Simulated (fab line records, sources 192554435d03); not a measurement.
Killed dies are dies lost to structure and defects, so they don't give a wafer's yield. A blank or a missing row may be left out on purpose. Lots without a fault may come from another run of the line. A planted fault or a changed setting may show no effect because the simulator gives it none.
fab line records | flow n5_finfet
record lots=5 wafers=13 last_day=20
route steps=1938 shown BEOL_M4@1099 BEOL_M5@1112 BEOL_M11@1554 PASSIVATION@1936
lots that met no fault: from a run of the same line without faults
start_h: hours from the record's first day to the start of the lot's first wafer shown | wait_h: hours since the lot's step before | " the same as in the row above | L1.1+2: a row that stands for several wafers | - no value, or no start given | * or withheld: withheld | < > ~ a bound
route shown NAME@n: a module of which the file shows steps, and the number in the route of the first | usual: mean/standard deviation of fault-free wafers | same: alike in all rows | chamber/n: place in a boat | sites: the reading at each site | _std_site: their standard deviation | _edge_site: outer sites' mean less inner sites' | radius_mm: how far each site lies from the wafer's centre | mask NAME#n: copy n | behind: the tool/chamber that last shaped the wafer | hold: why the lot was held/for how many hours/how that ended | device: the transistor (n, p or np) that didn't switch | end of line: the same wafers' tests at the end of the route | a step without rows: its recipe alone | killed: dies lost to structure and defects at the first sort, not the wafer's yield | map: a wafer's dies, x killed, . not, _ none there
set.NAME: the setting as run; set.NAME@STEP: as run at that earlier step | model.NAME: the simulator's own value behind a step, which no gauge read
lots at some steps of the route; a table a step, a row a wafer
services: from which hour (start_h, from the record's first day; less than 0 if before it) a tool's chamber was out of use, for how many hours, and why
## steps
# step N5_BEOL_M4_ANNEAL_95
# recipe temp_c=400 time_s=240 ambient=vacuum
# step N5_BEOL_M4_SPUTTER_96
# recipe material=Cu target_thk_a=45 temp_c=-20 chamber_pressure_pa=0.07 power_w=withheld time_s=8.29
# step N5_BEOL_M4_ECD_50
# recipe material=Cu target_thk_a=3000
# step N5_BEOL_M4_ANNEAL_51
# recipe temp_c=225 time_s=90 ambient=N2
# step N5_BEOL_M4_CMP_52
# recipe stop_on=SiOC t_overpolish_s=6.8 down_force_psi=1 platen_rpm=50 clearing_platen_down_force_psi=1.5 clearing_platen_rpm=50 post_cmp_clean=cu_alkaline target_thk_nm=40 clearing_platen_pad_velocity_m_s=0.99484 pad_velocity_m_s=0.99484
# step N5_BEOL_M4_PRE_CLEAN_60
# recipe gas=NH3/H2 time_s=15 temp_c=* rf_power_w=300
# step N5_BEOL_M4_CO_CAP_55
# recipe material=Co target_thk_a=20 temp_c=200 precursor=CCTBA/H2 pressure_torr=30 time_s=102.1
# step N5_BEOL_M4_PRE_CLEAN_56
# recipe gas=NH3 time_s=15 temp_c=withheld rf_power_w=300
# step N5_BEOL_M4_DEP_57
# recipe material=SiCN target_thk_a=80 temp_c=withheld precursor=3MS/NH3 pressure_torr=3 rf_w=202 time_s=14
# step N5_BEOL_M4_RC_MEAS_101
# usual DIBL_N=36.5/1.2 DIBL_P=36.5/1.6 IOFF_N=0.162/0.023 IOFF_P=0.221/0.03 ION_N=678/8 ION_P=466/6.3 SS_N=71.6/0.46 SS_P=73.3/0.57 VT_N=249.2/2.6 VT_P=-249/3.3
# columns lot.wafer tool chamber start_h wait_h DIBL_N[mV/V] DIBL_P[mV/V] IOFF_N[nA/um] IOFF_P[nA/um] ION_N[uA/um] ION_P[uA/um] SS_N[mV/dec] SS_P[mV/dec] VT_N[mV] VT_P[mV]
L479.1 prober-02 0 287.61 0.0 37.1 37.3 0.189 0.216 674 457 72.2 74.2 248.0 -252
L479.4 " 0 " " 37.2 37.1 0.190 0.208 685 462 71.8 73.6 248.4 -254
L481.1 prober-01 0 290.47 0.0 36.9 37.2 0.184 0.238 687 470 71.5 73.6 249.1 -247
L481.4 " 0 " " 38.4 38.9 0.201 0.269 687 472 71.7 74.0 246.3 -245
L481.6 " 0 " " 37.4 38.2 0.184 0.259 684 472 72.3 74.2 250.2 -246
L480.5 prober-02 0 290.65 0.6 37.1 36.9 0.181 0.263 682 472 72.4 73.9 244.9 -245
L480.6 " 0 " " 36.6 36.3 0.161 0.251 673 465 71.7 72.7 247.8 -245
L490.4 prober-02 0 358.34 0.5 36.3 35.3 0.180 0.254 690 472 71.7 74.0 247.8 -244
L490.5 " 0 " " 33.5 32.8 0.139 0.205 685 474 71.1 72.4 250.6 -247
L490.6 " 0 " " 36.1 35.2 0.184 0.261 698 475 71.4 72.7 244.3 -243
L491.1 prober-02 0 367.40 0.0 38.7 37.2 0.188 0.232 680 459 71.8 73.9 247.1 -250
L491.2 " 0 " " 39.2 38.0 0.191 0.254 684 467 71.3 74.5 246.4 -248
L491.3 " 0 " " 39.6 38.2 0.197 0.256 686 471 71.9 74.1 247.0 -246
# step N5_BEOL_M5_ILD_DEP_00
# recipe material=SiCOH_lowk target_thk_a=1406.4 temp_c=300 precursor=DEMS/porogen pressure_torr=5 rf_w=500 time_s=25.9
# step N5_BEOL_M5_CURE_79
# recipe temp_c=385 time_s=240 ambient=He/Ar material=SiCOH_lowk
# step N5_BEOL_M5_PECVD_70
# recipe material=SiO2 target_thk_a=160 temp_c=400 precursor=TEOS/O2 pressure_torr=5.5 rf_w=450 teos_flow_sccm=53.8 gas=O2 flow_sccm=3000 time_s=18
# step N5_BEOL_M5_HM_DEP_02
# recipe material=TiN target_thk_a=200 temp_c=25 chamber_pressure_pa=0.49996
# step N5_BEOL_M5_COAT_59
# recipe resist=SOC temp_c=250 time_s=60 spin_rpm=1500 resist_thk_nm=60
# step N5_BEOL_M5_COAT_60
# recipe resist=SiARC temp_c=220 time_s=60 spin_rpm=1500 resist_thk_nm=12
# step N5_BEOL_M5_COAT_71
# recipe resist=underlayer temp_c=205 time_s=60 spin_rpm=1500 resist_thk_nm=5
# step N5_BEOL_M5_COAT_05
# recipe resist=CAR-EUV spin_rpm=1500 resist_thk_nm=30
# step N5_BEOL_M5_EBR_07
# recipe solvent=PGMEA ebr_width_mm=1.5
# step N5_BEOL_M5_SOFTBAKE_06
# recipe temp_c=110 time_s=60 resist=CAR-EUV
# step N5_BEOL_M5_EXPOSE_08
# recipe mask_id=M5 na=0.33 source_shape=annular sigma_inner=0.4 sigma_outer=0.8 polarization=unpolarized target_cd_nm=28 dose_mj=35.75
# step N5_BEOL_M5_PEB_09
# recipe peb_temp_c=100 peb_time_s=60 resist=CAR-EUV
# step N5_BEOL_M5_DEVELOP_10
# recipe develop_time_s=30 developer=TMAH resist=CAR-EUV rinse_liquid=surfactant_rinse dry=air_spin dev_temp_c=23
# step N5_BEOL_M5_DESCUM_16
# recipe chemistry=O2 time_s=7 source_power_w=50 bias_power_w=20 pressure_mtorr=20 rf_frequency_hz=2.712e+07 temp_c=40 resist=CAR-EUV o2_flow_sccm=225
# step N5_BEOL_M5_ETCH_72
# recipe chemistry=N2/H2 target=underlayer target_depth_a=65 mask_material=CAR-EUV time_s=5.2 ion_energy_ev=200 pressure_mtorr=30 source_w=840 bias_w=150 n2_flow_sccm=200 h2_flow_sccm=200 ends=cleared
# step N5_BEOL_M5_ETCH_61
# recipe chemistry=CF4 target=SiARC target_depth_a=156 mask_material=CAR-EUV time_s=26 ion_energy_ev=80 pressure_mtorr=40 source_w=545 bias_w=36 Ar_flow_sccm=100 cf4_flow_sccm=100 ends=cleared
# step N5_BEOL_M5_ETCH_62
# recipe chemistry=N2/H2 target=SOC target_depth_a=750 overetch_a=150 mask_material=SiARC temp_c=40 time_s=112.5 ion_energy_ev=200 pressure_mtorr=30 source_w=840 bias_w=150 n2_flow_sccm=200 h2_flow_sccm=200
# step N5_BEOL_M5_STRIP_63
# recipe chemistry=N2/H2 temp_c=40 n2_flow_sccm=200 h2_flow_sccm=200 rf_frequency_hz=6e+07
# step N5_BEOL_M5_STRIP_73
# recipe chemistry=N2/H2 temp_c=40 n2_flow_sccm=200 h2_flow_sccm=200 rf_frequency_hz=6e+07
# step N5_BEOL_M5_STRIP_64
# recipe chemistry=CF4 resist=SiARC power_w=300 bias_power_w=75 pressure_mtorr=50 cf4_flow_sccm=150 rf_frequency_hz=6e+07
# step N5_BEOL_M5_HM_OPEN_17
# recipe chemistry=Cl2/BCl3 target_depth_a=200 overetch_a=60 target=TiN mask_material=SOC ion_energy_ev=150 pressure_mtorr=10 icp_w=1000 bias_w=126 Cl2_flow_sccm=53.25 bcl3_flow_sccm=21.75 Ar_flow_sccm=25
# step N5_BEOL_M5_STRIP_19
# recipe chemistry=O2 power_w=400 temp_c=40 pressure_mtorr=30 rf_frequency_hz=6e+07 bias_power_w=0 overash_fraction=0.2 o2_flow_sccm=225
# step N5_BEOL_M5_COAT_65
# recipe resist=SOC temp_c=250 time_s=60 spin_rpm=1500 resist_thk_nm=60
# step N5_BEOL_M5_COAT_66
# recipe resist=SiARC temp_c=220 time_s=60 spin_rpm=1500 resist_thk_nm=12
# step N5_BEOL_M11_ETCH_62
# recipe chemistry=N2/H2 target=SOC target_depth_a=1100 overetch_a=220 mask_material=SiARC temp_c=40 time_s=165 ion_energy_ev=200 pressure_mtorr=30 source_w=840 bias_w=150 n2_flow_sccm=200 h2_flow_sccm=200
# usual drypump_motor_current_A=5.7/0.42 oes_product_au=0.65/0.066 rf_vpp_V=522.9/2.5 showerhead_plenum_p_Torr=2.50/0.083 temp_c=40.01/0.11 throttle_valve_pct=17.94/0.19
# columns lot.wafer tool chamber start_h wait_h drypump_motor_current_A oes_product_au rf_hours_counter_h rf_vpp_V showerhead_plenum_p_Torr temp_c throttle_valve_pct model.etch.depth_nm model.SiARC_of_BEOL_M11_COAT_60.thk_nm model.BEOL_M11.cd_offset_nm
L479.1 rie_diel-02 0 340.84 0.0 4.8 0.76 41 526.6 2.58 40.22 17.79 100.1 23.4 -0.2
L479.4 " 3 " " 5.9 0.50 224 520.8 2.41 39.96 17.93 70.01 26.6 -1.2
L480.5 rie_diel-02 3 349.05 0.1 5.9 0.49 - 520.2 2.41 40.00 17.94 69.53 26.6 -1
L480.6 " 0 " " 4.8 0.75 - 525.5 2.58 39.87 17.79 100.1 23.4 0.4
L481.1 rie_diel-02 2 352.59 0.1 6.1 0.68 112 521.7 2.45 40.10 17.90 99.76 23.4 -0.4
L481.4 " 2 " " 6.0 0.57 - 521.1 2.45 40.09 17.87 70.72 26.6 -2
L481.6 " 3 " " 5.9 0.59 - 519.1 2.41 40.11 17.97 99.86 23.6 -0.8
L490.4 rie_diel-05 2 412.07 0.0 6.2 0.71 79 521.7 2.47 40.01 17.81 100.3 23.6 -0.2
L490.5 " 3 " " 6.4 0.60 - 524.4 2.50 39.93 18.20 100.2 23.4 -0.2
L490.6 " 0 " " 5.8 0.78 - 521.8 2.49 40.06 17.42 100 23.6 -0.2
L491.1 rie_diel-02 1 427.48 0.0 5.6 0.60 225 520.3 2.41 40.07 18.21 99.89 23.6 0.2
L491.2 " 0 " " 4.8 0.71 69 525.1 2.57 39.98 17.84 99.7 23.6 1.2
L491.3 " 2 " " 6.0 0.66 137 521.1 2.44 40.14 17.94 99.69 23.6 0.6
# step N5_BEOL_M11_HM_OPEN_17
# recipe chemistry=Cl2/BCl3 target_depth_a=200 overetch_a=60 target=TiN mask_material=SOC ion_energy_ev=150 pressure_mtorr=10 icp_w=1000 bias_w=126 Cl2_flow_sccm=53.25 bcl3_flow_sccm=21.75 Ar_flow_sccm=25
# usual drypump_motor_current_A=6.0/0.47 he_backside_leak_sccm=3.4/0.36 oes_product_au=0.71/0.065 throttle_valve_pct=21.99/0.23
# columns lot.wafer tool chamber start_h wait_h drypump_motor_current_A he_backside_leak_sccm oes_product_au rf_hours_counter_h throttle_valve_pct model.BEOL_M11.cd_offset_nm
L479.1 rie_metal-01 1 341.03 0.0 6.2 3.3 0.63 49 21.86 -0.2
L479.4 " 1 " " 6.2 3.3 0.28 - 22.49 -1.4
L480.5 rie_metal-01 1 349.23 0.1 6.2 3.2 0.28 - 22.50 -1
L480.6 " 0 " " 6.8 3.3 0.75 - 22.06 0.4
L481.1 rie_metal-03 1 352.86 0.0 5.1 3.4 0.63 57 21.95 -0.2
L481.4 " 1 " " 5.1 3.2 0.28 - 22.57 -2
L481.6 " 1 " " 5.1 5.3 0.63 - 21.96 -0.8
L490.4 rie_metal-02 0 412.28 0.1 5.6 3.2 0.75 - 21.85 -0.4
L490.5 " 0 " " 5.7 3.4 0.76 - 21.85 -0.2
L490.6 " 1 " " 6.1 3.6 0.67 - 22.40 -0.2
L491.1 rie_metal-02 1 427.67 0.0 6.0 3.5 0.67 40 22.39 0.2
L491.2 " 0 " " 5.6 3.3 0.74 12 21.87 1.2
L491.3 " 1 " " 6.0 3.5 0.67 - 22.40 0.6
# step N5_BEOL_M11_CD_MEAS_18
# recipe pitch_nm=140 target_cd_nm=70
# usual cd_nm=69.9/0.48
# columns lot.wafer tool chamber start_h wait_h cd_nm
L479.1 cd_sem-03 - 341.21 0.0 69.9
L479.4 " - " " -
L480.5 cd_sem-02 - 349.51 0.0 -
L480.6 " - " " 70.0
L481.1 cd_sem-02 - 353.70 0.1 69.7
L481.4 " - " " -
L481.6 " - " " 69.1
L490.4 cd_sem-03 - 412.44 0.1 69.3
L490.5 " - " " 69.7
L490.6 " - " " 69.9
L491.1 cd_sem-01 - 427.85 0.0 70.4
L491.2 " - " " 71.4
L491.3 " - " " 70.5
# step N5_BEOL_M11_VIA_ETCH_34
# recipe chemistry=C4F6/O2 target=SiCOH_lowk target_depth_a=1845 mask_material=SOC taper_deg=4 time_s=69.2 ion_energy_ev=250 pressure_mtorr=30 source_w=345 bias_w=185 Ar_flow_sccm=300 C4F6_flow_sccm=10 O2_flow_sccm=10
# usual drypump_motor_current_A=5.8/0.38 oes_product_au=0.78/0.089 rf_vpp_V=665/5.6 showerhead_plenum_p_Torr=2.82/0.086 throttle_valve_pct=20.97/0.23
# columns lot.wafer tool chamber start_h wait_h drypump_motor_current_A oes_product_au rf_hours_counter_h rf_vpp_V showerhead_plenum_p_Torr throttle_valve_pct
L479.1 rie_diel-02 2 342.60 0.0 6.0 0.81 107 664 2.76 21.02
L479.4 " 0 " " 4.8 0.33 42 662 2.89 20.68
L480.5 rie_diel-02 2 352.23 0.0 6.1 0.30 - 665 2.76 20.84
L480.6 " 3 " " 5.9 0.69 - 653 2.70 20.91
L481.1 rie_diel-05 0 355.28 0.0 5.8 0.97 4 662 2.80 20.44
L481.4 " 2 " " 6.2 0.32 62 666 2.77 20.79
L481.6 " 1 " " 5.3 0.83 - 668 2.88 20.75
L490.4 rie_diel-02 0 413.72 0.0 4.8 0.87 64 665 2.88 20.87
L490.5 " 1 " " 5.6 0.70 - 657 2.70 21.18
L490.6 " 0 " " 4.8 0.87 - 665 2.88 20.87
L491.1 rie_diel-03 1 429.02 0.0 5.8 0.68 240 658 2.82 21.39
L491.2 " 0 " " 5.9 0.75 160 665 2.95 21.02
L491.3 " 2 " " 5.7 0.93 11 678 3.04 20.79
# step N5_BEOL_M11_OCD_MEAS_38
# usual trench_depth_nm=148.3/2
# columns lot.wafer tool chamber start_h wait_h trench_depth_nm
L479.1 ocd-01 - 342.88 - 149.7
L479.4 " - " " -
L480.5 ocd-02 - 352.50 - -
L480.6 " - " " 147.7
L481.1 ocd-01 - 355.56 - 147.4
L481.4 " - " " -
L481.6 " - " " 148.6
L490.4 ocd-02 - 414.01 - 151.0
L490.5 " - " " 146.4
L490.6 " - " " 152.7
L491.1 ocd-02 - 429.30 - 146.4
L491.2 " - " " 147.5
L491.3 " - " " 150.0
# step N5_PASSIVATION_PROBE_49
# usual defect_limited_yield=91.2/1.3 killed_at_M0_to_M3=34/9.2 killed_at_M4_up=14/5 killed_at_contacts=13/6.7 killed_at_front_end=39/12 killed_at_other=4/3.3 killed_dies=104/15 killed_on_rim=14/3.7 killed_open=68/12 killed_short=34/7.5 sort_bin_5_function=5.2/0.87 sort_bin_6_memory=3.3/0.63 sort_n_pass=1076/15 sort_yield_pct=91.2/1.3
# same gross_dies=1180 killed_at_back_side=0 sort_bin_4_leakage[%]=0 sort_bin_8_speed[%]=0
# columns lot.wafer tool chamber start_h wait_h defect_limited_yield[%] killed_at_M0_to_M3 killed_at_M4_up killed_at_contacts killed_at_front_end killed_at_other killed_dies killed_on_rim killed_open killed_short sort_bin_5_function[%] sort_bin_6_memory[%] sort_n_pass sort_yield_pct[%]
L479.1 prober-02 - 385.14 0.0 90.2 37 20 7 51 1 116 12 86 29 5.3 4.1 1064 90.2
L479.4 prober-02 - 385.29 0.2 0 33 1101 6 37 3 1180 152 56 35 96.4 3.1 0 0
L480.5 prober-02 - 392.70 0.2 0 40 1083 5 49 3 1180 152 87 29 96.2 3.7 0 0
L480.6 prober-02 - 392.75 0.3 93.1 24 8 19 26 4 81 20 53 28 4.4 2.4 1099 93.1
L481.1 prober-02 - 397.02 0.0 88.8 34 21 22 53 2 132 20 93 36 6.9 4.2 1048 88.8
L481.4 prober-02 - 397.17 0.2 0 19 1091 27 41 2 1180 152 70 33 95.7 4.2 0 0
L481.6 prober-02 - 397.27 0.3 89.3 38 6 27 52 3 126 13 84 40 6.4 3.7 1054 89.3
L490.4 prober-02 - 463.65 0.2 91.4 53 10 12 27 0 102 14 63 36 4.2 3.9 1078 91.4
L490.5 prober-02 - 463.70 0.2 91.9 39 21 8 25 2 95 8 53 38 4.7 3.1 1085 91.9
L490.6 prober-02 - 463.75 0.3 90.3 36 27 17 34 1 115 16 79 33 5.8 3.8 1065 90.3
L491.1 prober-01 - 469.22 0.0 92.8 17 9 11 47 1 85 7 56 28 4.2 3.1 1095 92.8
L491.2 prober-01 - 469.27 0.1 93.6 28 13 4 30 1 76 12 53 22 3.8 2.4 1104 93.6
L491.3 prober-01 - 469.32 0.1 92.7 23 17 15 27 4 86 16 54 29 4.2 3.1 1094 92.7
# killed by level:class
L479.1 FIN_SAQP:geometric_particle:open=19 BEOL_M4:geometric_particle:open=12 BEOL_M2:geometric_particle:open=8 MOL_CONTACT_COAG:geometric_particle:open=6 BEOL_M3:geometric_particle:open=6 STI_FIN_REVEAL:geometric_particle:open=5 GATE_CUT:geometric_particle:short=5 BEOL_M1:geometric_particle:open=5
L479.4 BEOL_M11:area_etch=1089 FIN_SAQP:geometric_particle:open=11 FIN_SAQP:geometric_particle:short=8 BEOL_M4:geometric_particle:open=8 MOL_CONTACT_COAG:geometric_particle:open=6 DUMMY_GATE:geometric_particle:open=5 BEOL_M0_SAQP:geometric_particle:short=5 BEOL_M1:geometric_particle:short=5
L480.5 BEOL_M11:area_etch=1064 FIN_SAQP:geometric_particle:open=19 BEOL_M3:geometric_particle:open=15 BEOL_M5:geometric_particle:open=11 BEOL_M0_SAQP:geometric_particle:open=8 BEOL_M0_SAQP:geometric_particle:short=7 DUMMY_GATE:geometric_particle:open=6 STARTING-WAFER:geometric_particle:short=6
L480.6 MOL_CONTACT_COAG:geometric_particle:open=17 BEOL_M3:geometric_particle:open=6 FIN_SAQP:geometric_particle:short=5 STI_FIN_REVEAL:geometric_particle:open=5 BEOL_M2:geometric_particle:open=4 BEOL_M5:geometric_particle:open=4 GATE_CUT:geometric_particle:short=3 BEOL_M0_SAQP:geometric_particle:open=3
L481.1 STI_FIN_REVEAL:geometric_particle:open=20 MOL_CONTACT_COAG:geometric_particle:open=20 FIN_SAQP:geometric_particle:short=10 BEOL_M1:geometric_particle:open=8 BEOL_M0_SAQP:geometric_particle:short=6 BEOL_M0_SAQP:geometric_particle:open=6 DUMMY_GATE:geometric_particle:open=5 BEOL_M3:geometric_particle:open=5
L481.4 BEOL_M11:area_etch=1075 MOL_CONTACT_COAG:geometric_particle:open=22 STI_FIN_REVEAL:geometric_particle:open=9 DUMMY_GATE:geometric_particle:open=8 FIN_SAQP:geometric_particle:open=7 FIN_SAQP:geometric_particle:short=6 MOL_CONTACT_COAG:geometric_particle:short=5 BEOL_M0_SAQP:geometric_particle:open=5
L481.6 MOL_CONTACT_COAG:geometric_particle:open=23 FIN_SAQP:geometric_particle:open=9 STI_FIN_REVEAL:geometric_particle:open=9 DUMMY_GATE:geometric_particle:open=8 BEOL_M1:geometric_particle:open=8 FIN_SAQP:geometric_particle:short=7 GATE_CUT:geometric_particle:short=6 BEOL_M3:geometric_particle:open=5
L490.4 BEOL_M3:geometric_particle:open=14 BEOL_M0_SAQP:geometric_particle:open=13 BEOL_M2:geometric_particle:open=10 MOL_CONTACT_COAG:geometric_particle:open=9 BEOL_M0_SAQP:geometric_particle:short=6 FIN_SAQP:geometric_particle:short=5 GATE_CUT:geometric_particle:short=5 BEOL_M3:geometric_particle:short=5
L490.5 BEOL_M4:geometric_particle:open=12 BEOL_M0_SAQP:geometric_particle:open=8 STI_FIN_REVEAL:geometric_particle:open=7 BEOL_M0_SAQP:geometric_particle:short=7 BEOL_M4:geometric_particle:short=7 FIN_SAQP:geometric_particle:short=5 MOL_CONTACT_COAG:geometric_particle:open=5 BEOL_M3:geometric_particle:open=5
L490.6 MOL_CONTACT_COAG:geometric_particle:open=16 BEOL_M4:geometric_particle:open=13 BEOL_M0_SAQP:geometric_particle:short=12 DUMMY_GATE:geometric_particle:open=9 BEOL_M0_SAQP:geometric_particle:open=7 FIN_SAQP:geometric_particle:short=6 BEOL_M3:geometric_particle:open=6 FIN_SAQP:geometric_particle:open=5
L491.1 MOL_CONTACT_COAG:geometric_particle:open=10 STI_FIN_REVEAL:geometric_particle:open=9 FIN_SAQP:geometric_particle:short=7 DUMMY_GATE:geometric_particle:open=6 GATE_CUT:geometric_particle:short=6 BEOL_M2:geometric_particle:open=5 STARTING-WAFER:geometric_particle:open=4 GATE_CUT:geometric_particle:open=4
L491.2 BEOL_M3:geometric_particle:open=9 FIN_SAQP:geometric_particle:short=7 BEOL_M2:geometric_particle:open=6 STI_FIN_REVEAL:geometric_particle:open=4 GATE_CUT:geometric_particle:open=4 BEOL_M0_SAQP:geometric_particle:short=4 BEOL_M8:geometric_particle:open=4 FIN_SAQP:geometric_particle:open=3
L491.3 MOL_CONTACT_COAG:geometric_particle:open=11 BEOL_M4:geometric_particle:open=8 BEOL_M2:geometric_particle:open=7 FIN_SAQP:geometric_particle:short=6 DUMMY_GATE:geometric_particle:open=5 MOL_CONTACT_COAG:geometric_particle:short=4 BEOL_M3:geometric_particle:open=4 GATE_CUT:geometric_particle:short=3
# map L479.4 (x killed, . not)
_________________xxxxxxxxxxxx________________
______________xxxxxxxxxxxxxxxxxx_____________
___________xxxxxxxxxxxxxxxxxxxxxxxx__________
__________xxxxxxxxxxxxxxxxxxxxxxxxxx_________
________xxxxxxxxxxxxxxxxxxxxxxxxxxxxxx_______
_______xxxxxxxxxxxxxxxxxxxxxxxxxxxxxxxx______
______xxxxxxxxxxxxxxxxxxxxxxxxxxxxxxxxxx_____
_____xxxxxxxxxxxxxxxxxxxxxxxxxxxxxxxxxxxx____
____xxxxxxxxxxxxxxxxxxxxxxxxxxxxxxxxxxxxxx___
___xxxxxxxxxxxxxxxxxxxxxxxxxxxxxxxxxxxxxxxx__
___xxxxxxxxxxxxxxxxxxxxxxxxxxxxxxxxxxxxxxxx__
__xxxxxxxxxxxxxxxxxxxxxxxxxxxxxxxxxxxxxxxxxx_
__xxxxxxxxxxxxxxxxxxxxxxxxxxxxxxxxxxxxxxxxxx_
_xxxxxxxxxxxxxxxxxxxxxxxxxxxxxxxxxxxxxxxxxxxx
_xxxxxxxxxxxxxxxxxxxxxxxxxxxxxxxxxxxxxxxxxxxx
_xxxxxxxxxxxxxxxxxxxxxxxxxxxxxxxxxxxxxxxxxxxx
_xxxxxxxxxxxxxxxxxxxxxxxxxxxxxxxxxxxxxxxxxxxx
_xxxxxxxxxxxxxxxxxxxxxxxxxxxxxxxxxxxxxxxxxxxx
_xxxxxxxxxxxxxxxxxxxxxxxxxxxxxxxxxxxxxxxxxxxx
_xxxxxxxxxxxxxxxxxxxxxxxxxxxxxxxxxxxxxxxxxxxx
_xxxxxxxxxxxxxxxxxxxxxxxxxxxxxxxxxxxxxxxxxxxx
__xxxxxxxxxxxxxxxxxxxxxxxxxxxxxxxxxxxxxxxxxx_
__xxxxxxxxxxxxxxxxxxxxxxxxxxxxxxxxxxxxxxxxxx_
___xxxxxxxxxxxxxxxxxxxxxxxxxxxxxxxxxxxxxxxx__
___xxxxxxxxxxxxxxxxxxxxxxxxxxxxxxxxxxxxxxxx__
____xxxxxxxxxxxxxxxxxxxxxxxxxxxxxxxxxxxxxx___
_____xxxxxxxxxxxxxxxxxxxxxxxxxxxxxxxxxxxx____
______xxxxxxxxxxxxxxxxxxxxxxxxxxxxxxxxxx_____
_______xxxxxxxxxxxxxxxxxxxxxxxxxxxxxxxx______
________xxxxxxxxxxxxxxxxxxxxxxxxxxxxxx_______
__________xxxxxxxxxxxxxxxxxxxxxxxxxx_________
___________xxxxxxxxxxxxxxxxxxxxxxxx__________
______________xxxxxxxxxxxxxxxxxx_____________
_________________xxxxxxxxxxxx________________
# map L480.5 (x killed, . not)
_________________xxxxxxxxxxxx________________
______________xxxxxxxxxxxxxxxxxx_____________
___________xxxxxxxxxxxxxxxxxxxxxxxx__________
__________xxxxxxxxxxxxxxxxxxxxxxxxxx_________
________xxxxxxxxxxxxxxxxxxxxxxxxxxxxxx_______
_______xxxxxxxxxxxxxxxxxxxxxxxxxxxxxxxx______
______xxxxxxxxxxxxxxxxxxxxxxxxxxxxxxxxxx_____
_____xxxxxxxxxxxxxxxxxxxxxxxxxxxxxxxxxxxx____
____xxxxxxxxxxxxxxxxxxxxxxxxxxxxxxxxxxxxxx___
___xxxxxxxxxxxxxxxxxxxxxxxxxxxxxxxxxxxxxxxx__
___xxxxxxxxxxxxxxxxxxxxxxxxxxxxxxxxxxxxxxxx__
__xxxxxxxxxxxxxxxxxxxxxxxxxxxxxxxxxxxxxxxxxx_
__xxxxxxxxxxxxxxxxxxxxxxxxxxxxxxxxxxxxxxxxxx_
_xxxxxxxxxxxxxxxxxxxxxxxxxxxxxxxxxxxxxxxxxxxx
_xxxxxxxxxxxxxxxxxxxxxxxxxxxxxxxxxxxxxxxxxxxx
_xxxxxxxxxxxxxxxxxxxxxxxxxxxxxxxxxxxxxxxxxxxx
_xxxxxxxxxxxxxxxxxxxxxxxxxxxxxxxxxxxxxxxxxxxx
_xxxxxxxxxxxxxxxxxxxxxxxxxxxxxxxxxxxxxxxxxxxx
_xxxxxxxxxxxxxxxxxxxxxxxxxxxxxxxxxxxxxxxxxxxx
_xxxxxxxxxxxxxxxxxxxxxxxxxxxxxxxxxxxxxxxxxxxx
_xxxxxxxxxxxxxxxxxxxxxxxxxxxxxxxxxxxxxxxxxxxx
__xxxxxxxxxxxxxxxxxxxxxxxxxxxxxxxxxxxxxxxxxx_
__xxxxxxxxxxxxxxxxxxxxxxxxxxxxxxxxxxxxxxxxxx_
___xxxxxxxxxxxxxxxxxxxxxxxxxxxxxxxxxxxxxxxx__
___xxxxxxxxxxxxxxxxxxxxxxxxxxxxxxxxxxxxxxxx__
____xxxxxxxxxxxxxxxxxxxxxxxxxxxxxxxxxxxxxx___
_____xxxxxxxxxxxxxxxxxxxxxxxxxxxxxxxxxxxx____
______xxxxxxxxxxxxxxxxxxxxxxxxxxxxxxxxxx_____
_______xxxxxxxxxxxxxxxxxxxxxxxxxxxxxxxx______
________xxxxxxxxxxxxxxxxxxxxxxxxxxxxxx_______
__________xxxxxxxxxxxxxxxxxxxxxxxxxx_________
___________xxxxxxxxxxxxxxxxxxxxxxxx__________
______________xxxxxxxxxxxxxxxxxx_____________
_________________xxxxxxxxxxxx________________
## services
# columns tool chamber start_h hours kind
rie_diel-05 0 321.37 - clean
rie_diel-05 0 321.37 - consumable_replace:focus_ring
rie_diel-05 0 321.37 26.0 scheduled_down
rie_diel-05 0 321.37 26.0 vent_cycle
rie_diel-02 2 322.19 4.5 repair
rie_diel-03 - 327.21 28.1 pm
rie_diel-05 - 329.22 0.3 repair
rie_metal-02 - 331.27 0.7 repair
rie_diel-02 - 332.96 1.8 repair
rie_metal-03 0 339.24 12.5 repair
rie_diel-02 0 350.85 2.9 repair
rie_diel-03 2 358.60 - clean
rie_diel-03 2 358.60 - consumable_replace:focus_ring
rie_diel-03 2 358.60 - consumable_replace:showerhead
rie_diel-02 - 368.45 4.3 pm
rie_diel-03 - 374.24 1.1 repair
rie_diel-05 3 381.29 7.0 repair
rie_diel-03 - 408.89 2.8 pm
rie_diel-02 - 412.46 0.3 repair
rie_diel-02 3 414.83 - clean
rie_diel-02 3 414.83 - consumable_replace:focus_ring
rie_diel-02 3 414.83 - consumable_replace:showerhead
rie_diel-02 3 414.83 25.2 scheduled_down
rie_diel-02 3 414.83 25.2 vent_cycle
## key
first_sign step=N5_BEOL_M11_HM_OPEN_17 reading=oes_product_au direction=down sigmas=6.6 usual=0.71 struck=0.28
effect step=N5_BEOL_M11_CD_MEAS_18 reading=cd_nm direction=missing
effect step=N5_BEOL_M11_VIA_ETCH_34 reading=oes_product_au direction=down sigmas=5.2 usual=0.78 struck=0.32
effect step=N5_BEOL_M11_OCD_MEAS_38 reading=trench_depth_nm direction=missing
effect step=N5_PASSIVATION_PROBE_49 reading=killed_at_M4_up direction=up sigmas=99+ usual=14 struck=1092
model_effect step=N5_BEOL_M11_ETCH_62 value=etch.depth_nm without=99.92 struck=70.09
model_effect step=N5_BEOL_M11_HM_OPEN_17 value=BEOL_M11.cd_offset_nm without=0.1333 struck=-1.467
more_kills_born_at N5_BEOL_M11_ETCH_62@rie_diel-02=3228
met_at N5_BEOL_M11_ETCH_62
struck_wafers L479.4,L480.5,L481.4
later_rows_left_out L479.4,L480.5,L481.4
fault kind=process_parameter_drift tool=rie_diel-02 chamber=- onset_h=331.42 steps=N5_BEOL_M11_ETCH_62 channel=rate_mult offset=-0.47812 shape=step end_h=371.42 scope=struck_wafers_only
# later_rows_left_out: the simulator's readings of these wafers behind a module that went badly wrong aren't trusted and aren't shown, but for the sort
